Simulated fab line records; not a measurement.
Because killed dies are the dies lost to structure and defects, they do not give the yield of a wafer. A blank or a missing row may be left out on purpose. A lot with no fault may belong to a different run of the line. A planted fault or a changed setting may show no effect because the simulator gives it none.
Split-lot experiment    flow n5_finfet    route with 1938 steps; 7 lots, 21 wafers read

== ABOUT THE SPLIT ==
At N5_BEOL_M11_TRENCH_ETCH_37 (etches SiCOH lowk in C4F6/O2, target depth 148.83 nm, time 48 s), the setting bias_w was moved away from the recipe's 185 W on 7 of the 21 wafers read, by -12.1% to +13.4%. All remaining wafers had this setting at the recipe value.

Reading taken at the split's own step.

== THE READING ==
rf_vpp_V, in V, at N5_BEOL_M11_TRENCH_ETCH_37 (etches SiCOH lowk in C4F6/O2, target depth 148.83 nm, time 48 s). A value of 667 V with a standard deviation of 6.9 V is what fault-free wafers of this fab line usually give.

wafer   tool, chamber at the split  bias_w as run, W  against the recipe  rf_vpp_V, V  against lot-mates on the recipe
L076.1  rie_diel-05, 0              185               recipe              670          -
L076.4  rie_diel-05, 2              185               recipe              666          -
L076.5  rie_diel-05, 2              162.7             -12.1%              603          -65
L080.4  rie_diel-05, 3              185               recipe              669          -
L080.5  rie_diel-05, 1              185               recipe              658          -
L080.6  rie_diel-05, 2              185               recipe              666          -
L079.3  rie_diel-02, 3              209.7             +13.4%              741          +59
L079.4  rie_diel-02, 2              209.7             +13.4%              751          +69
L079.6  rie_diel-02, 2              185               recipe              682          -
L084.1  rie_diel-05, 0              194.9             +5.4%               699          +29
L084.4  rie_diel-05, 3              185               recipe              670          -
L084.5  rie_diel-05, 3              194.9             +5.4%               698          +28
L090.1  rie_diel-06, 1              185               recipe              671          -
L090.2  rie_diel-06, 3              168               -9.2%               615          -50
L090.4  rie_diel-06, 2              185               recipe              660          -
L095.1  rie_diel-06, 3              163.6             -11.6%              603          -60
L095.2  rie_diel-06, 1              185               recipe              671          -
L095.4  rie_diel-06, 0              185               recipe              656          -
L097.1  rie_diel-02, 3              185               recipe              668          -
L097.5  rie_diel-02, 2              185               recipe              681          -
L097.6  rie_diel-02, 1              185               recipe              668          -

THE FIT
A straight line over all 21 wafers: rf_vpp_V changes by +5.7 V for each +1% of bias_w; r = +0.98; the points scatter about the line by 6.4 V.
The same after taking each lot's own level away (the mean of its wafers on the recipe; 21 wafers): +5.1 V for each +1%; r = +0.99; scatter 4.9 V.
On that fit, the largest move of bias_w shifts the reading by 68 V.
The span of the lots' own levels, 663.5 to 682.0 V, comes to 2.7 times the standard deviation stated above.
In other words, the slope is changed by the lot-to-lot level; the two fits disagree.
Check: with one of the wafers moved furthest among these (+13.4%) left out of the fit, the line predicts +70.5 V for it against its lot-mates. It came out at +59 V against them.
Tool readings at the split's step, against how far the setting was moved: rf_vpp_V r = +0.98.

== THE OTHER SPLITS THESE WAFERS WENT THROUGH ==
These wafers also went through other splits before the reading. Each is held against what the fit with the lots' levels taken away leaves over:
other split on the same wafers     wafers away from the commonest value  r with rf_vpp_V (lot level and that fit taken away)
N5_BEOL_M9_HM_DEP_02 target_thk_a  7                                     +0.16
N5_BEOL_M9_TRENCH_ETCH_37 bias_w   7                                     -0.16
N5_BEOL_M10_ILD_DEP_00 time_s      6                                     -0.06
N5_BEOL_M10_COAT_05 spin_rpm       4                                     -0.17

== THE FILE'S OWN FIT ==
rf_vpp_V changes by +5.2 V for each +1% of bias_w, r = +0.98.
